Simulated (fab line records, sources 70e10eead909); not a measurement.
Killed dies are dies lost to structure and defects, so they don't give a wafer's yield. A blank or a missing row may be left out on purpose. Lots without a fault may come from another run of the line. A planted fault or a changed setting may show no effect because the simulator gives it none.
Chamber matching | flow nand_harc | NHARC_A_CHANNEL_FILL_D1_STRIP_28 on rie_diel-05: 4 sister chambers
The step strips in O2, time 20 s. 8 wafers are shown with their chamber, then 12 later ones without.

WAFERS WITH THEIR CHAMBER
wafer  | chamber | drypump_motor_current_A (A) | rf_vpp_V (V)
L082.3 | 3       | 5.3                         | 58.7
L088.1 | 1       | 6.1                         | 57.7
L089.1 | 1       | 6.2                         | 58.0
L089.2 | 2       | 5.7                         | 57.6
L089.4 | 0       | 6.5                         | 56.8
L092.1 | 2       | 5.7                         | 56.2
L092.3 | 3       | 5.3                         | 59.3
L092.5 | 0       | 6.5                         | 59.2

WAFERS WITHOUT THEIR CHAMBER
wafer  | drypump_motor_current_A (A) | rf_vpp_V (V)
L093.1 | 6.5                         | 58.5
L093.2 | 5.8                         | 56.0
L093.6 | 6.1                         | 57.6
L094.1 | 5.3                         | 59.8
L094.5 | 6.5                         | 57.5
L094.6 | 6.1                         | 56.5
L096.2 | 5.2                         | 57.7
L096.4 | 5.8                         | 58.6
L096.6 | 5.7                         | 56.3
L097.1 | 6.5                         | 58.3
L097.2 | 5.7                         | 58.0
L097.4 | 5.3                         | 57.4

WHICH CHAMBER EACH WENT THROUGH
wafer  | from the rows above | in truth
L093.1 | 0                   | 0
L093.2 | 2                   | 2
L093.6 | 1                   | 1
L094.1 | 3                   | 3
L094.5 | 0                   | 0
L094.6 | 1                   | 1
L096.2 | 3                   | 3
L096.4 | 2                   | 2
L096.6 | 2                   | 2
L097.1 | 0                   | 0
L097.2 | 2                   | 2
L097.4 | 3                   | 3
Placed correctly: 12 of 12. Can't be placed from these rows: 0. Placed wrongly: 0.
How it was worked out, from the rows above alone: a wafer's distance from a chamber is the root of the sum, over the readings, of the square of ((its reading less the chamber's mean) divided by the reading's scatter). The wafer belongs to the nearest chamber; if the next one is less than 2 further off, it can't be placed. A chamber's mean is the mean of its shown wafers. The scatter: the root of (the sum of the squares of (reading less its chamber's mean) over the shown wafers, divided by (wafers less chambers)).
